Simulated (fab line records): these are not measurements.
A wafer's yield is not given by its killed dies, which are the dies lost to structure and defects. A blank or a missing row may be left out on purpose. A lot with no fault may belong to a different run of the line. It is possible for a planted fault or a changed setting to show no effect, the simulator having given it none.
Which of the tools did it? ; flow nand_harc ; 12 lots with 36 wafers sampled at 5 steps, on a route of 1302 steps

WHAT THE GAUGES READ, wafer by wafer
NHARC_A_M0_THK_MEAS_24: measures by xrf.
lot;measured;on;thk_nm (nm)
L075;day 22 05:41;film_metro-01;113.1 113.1 109.5
L078;day 22 22:25;film_metro-02;114.0 113.0 112.3
L080;day 24 07:08;film_metro-01;115.5 117.2 114.8
L081;day 25 08:35;film_metro-02;113.2 115.0 116.4
L083;day 26 00:43;film_metro-02;114.9 113.9 113.7
L085;day 26 09:04;film_metro-01;113.5 116.0 114.4
L087;day 27 03:36;film_metro-01;113.7 115.6 115.2
L089;day 27 11:27;film_metro-02;114.6 113.5 115.7
L092;day 29 02:04;film_metro-01;114.8 116.4 113.2
L094;day 30 07:02;film_metro-02;113.6 110.7 115.2
L096;day 30 20:58;film_metro-01;113.4 111.1 111.2
L097;day 31 07:11;film_metro-02;114.7 110.9 114.6

WHAT TOOL EACH LOT RAN ON (gives the tool, then ch and the chambers of the sampled wafers, and finally the start)
lot;NHARC_A_CONTACT_ETCH_138;NHARC_A_CONTACT_ETCH_139;NHARC_A_CONTACT_ALD_18;NHARC_A_CONTACT_CVD_19
L075;har_cap_etch-02 ch 0,1, day 21 18:55;har_cap_etch-02 ch 0,1, day 21 19:11;ald_metal-03 ch 0,3, day 21 20:56;cvd_w-02 ch 0,1, day 22 05:41 or earlier
L078;har_cap_etch-01 ch 0,1, day 22 12:02;har_cap_etch-01 ch 0,1, day 22 12:18;ald_metal-03 ch 0,1,3, day 22 14:01;cvd_w-02 ch 1, day 22 22:25 or earlier
L080;har_cap_etch-02 ch 0,1, day 23 20:32;har_cap_etch-02 ch 0,1, day 23 20:49;ald_metal-04 ch 0,1, day 23 22:34;cvd_w-02 ch 0,1, day 24 07:08 or earlier
L081;har_cap_etch-03 ch 0,1, day 24 22:05;har_cap_etch-03 ch 0,1, day 24 22:21;ald_metal-04 ch 1,2, day 25 00:05;cvd_w-02 ch 0,1, day 25 08:35 or earlier
L083;har_cap_etch-03 ch 0,1, day 25 14:21;har_cap_etch-03 ch 0,1, day 25 14:37;ald_metal-03 ch 0,1,3, day 25 16:19;cvd_w-01 ch 0,1, day 26 00:43 or earlier
L085;har_cap_etch-01 ch 0,1, day 25 22:31;har_cap_etch-01 ch 0,1, day 25 22:47;ald_metal-04 ch 0,1,2, day 26 00:35;cvd_w-01 ch 0,1, day 26 09:04 or earlier
L087;har_cap_etch-01 ch 0,1, day 26 16:41;har_cap_etch-01 ch 0,1, day 26 16:57;ald_metal-03 ch 0,1,3, day 26 18:58;cvd_w-01 ch 0,1, day 27 03:36 or earlier
L089;har_cap_etch-03 ch 0,1, day 27 01:01;har_cap_etch-03 ch 0,1, day 27 01:17;ald_metal-03 ch 1,3, day 27 02:57;cvd_w-01 ch 0,1, day 27 11:27 or earlier
L092;har_cap_etch-01 ch 0,1, day 28 15:56;har_cap_etch-01 ch 0,1, day 28 16:13;ald_metal-03 ch 0,1, day 28 17:48;cvd_w-02 ch 0,1, day 29 02:04 or earlier
L094;har_cap_etch-03 ch 0,1, day 29 20:44;har_cap_etch-03 ch 0,1, day 29 21:01;ald_metal-03 ch 0,1,2, day 29 22:39;cvd_w-01 ch 0,1, day 30 07:02 or earlier
L096;har_cap_etch-02 ch 0,1, day 30 09:38;har_cap_etch-02 ch 0,1, day 30 09:55;ald_metal-03 ch 0,1,3, day 30 11:57;cvd_w-02 ch 0,1, day 30 20:58 or earlier
L097;har_cap_etch-03 ch 0,1, day 30 20:32;har_cap_etch-03 ch 0,1, day 30 20:49;ald_metal-02 ch 1,2,3, day 30 22:32;cvd_w-01 ch 0,1, day 31 07:11 or earlier
- NHARC_A_CONTACT_ETCH_138: etches the open film in C4F8/O2/Ar, time 311 s, target depth 1914 nm.
- NHARC_A_CONTACT_ETCH_139: etches the open film in C4F8/O2/Ar, time 195 s, target depth 840 nm.
- NHARC_A_CONTACT_ALD_18: deposits TiN, target thk 3 nm, pulse time 1 s, ald cycles 150.
- NHARC_A_CONTACT_CVD_19: deposits W, target thk 300 nm, time 802 s.

THE ANSWER, worked out from the rows above alone
Rule: the usual values come from the lots themselves. The widest of any qualifying gaps counts: lots, ordered by their means at a reading, are off when they make up no more than a third of the lots, leave a main group of 4 or more, and stand apart from it by 3 or more times the standard deviation of that group's means. A main group is skipped when, at the precision printed for the reading in the tables above, its means are all equal. A lot without any number at a reading at which 4 lots or more have one is off too. Any other lot the step has rows for is counted as sound.
No lot is off at any reading shown: from this, nothing can be told.

WHAT THE SIMULATOR HAD INSERTED
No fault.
